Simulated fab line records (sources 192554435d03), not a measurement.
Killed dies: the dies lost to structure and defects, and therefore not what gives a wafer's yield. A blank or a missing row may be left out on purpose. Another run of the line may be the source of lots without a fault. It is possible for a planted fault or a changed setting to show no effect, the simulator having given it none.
Matching of chambers    flow n5 finfet    4 sister chambers for N5_BEOL_M1_DESCUM_33 on rie diel-06
The step chemistry O2, time 7 s. 16 wafers are shown with their chamber, then 8 later ones without.

== WAFERS PAIRED WITH THEIR CHAMBERS ==
wafer   chamber  showerhead plenum p Torr (Torr)  drypump motor current A (A)  oes product au (a.u.)
L077.1  1        2.09                             6.5                          0.76
L077.4  2        2.14                             6.1                          0.97
L077.5  3        1.99                             6.0                          0.71
L076.1  3        1.99                             6.0                          0.71
L076.4  1        2.09                             6.5                          0.77
L076.5  3        1.99                             6.0                          0.71
L078.1  0        1.93                             5.3                          0.78
L078.3  2        2.14                             6.1                          0.95
L078.4  3        1.99                             6.0                          0.72
L079.1  0        1.93                             5.3                          0.77
L079.4  3        1.99                             5.9                          0.71
L079.6  3        1.98                             5.9                          0.71
L084.1  0        1.93                             5.3                          0.77
L084.4  1        2.09                             6.5                          0.76
L084.6  1        2.09                             6.5                          0.76
L087.1  2        2.14                             6.1                          0.92

SIGNATURES (means of the wafers above)
reading                   chamber 0  chamber 1  chamber 2  chamber 3  scatter within a chamber
showerhead plenum p Torr  1.9300     2.0900     2.1400     1.9883     0.00264
drypump motor current A   5.300      6.500      6.100      5.967      0.0333
oes product au            0.7733     0.7625     0.9467     0.7117     0.0111
Rule: distance of a wafer from a chamber = root of the sum over the readings of ((wafer's reading minus chamber's mean) / reading's scatter) squared. The wafer belongs to the nearest chamber; if the next one is less than 2 further off, it can't be placed. The scatter: the root of (the sum of the squares of (reading less its chamber's mean) over the shown wafers, divided by (wafers less chambers)).

== WAFERS WITH NO CHAMBER GIVEN ==
wafer   showerhead plenum p Torr (Torr)  drypump motor current A (A)  oes product au (a.u.)
L087.2  1.92                             5.2                          0.75
L087.5  2.14                             6.1                          0.91
L089.2  2.13                             6.1                          0.91
L089.3  2.08                             6.5                          0.76
L089.6  2.08                             6.5                          0.75
L095.2  1.97                             6.0                          0.68
L095.5  1.98                             6.0                          0.68
L095.6  1.92                             5.2                          0.73

== WHICH CHAMBER EACH ONE RAN IN ==
wafer   from the rows above  in truth
L087.2  0                    0
L087.5  2                    2
L089.2  2                    2
L089.3  1                    1
L089.6  1                    1
L095.2  3                    3
L095.5  3                    3
L095.6  0                    0
Correct placement for 8 of the 8. Left unplaced by these rows: 0. Placed wrongly: 0.
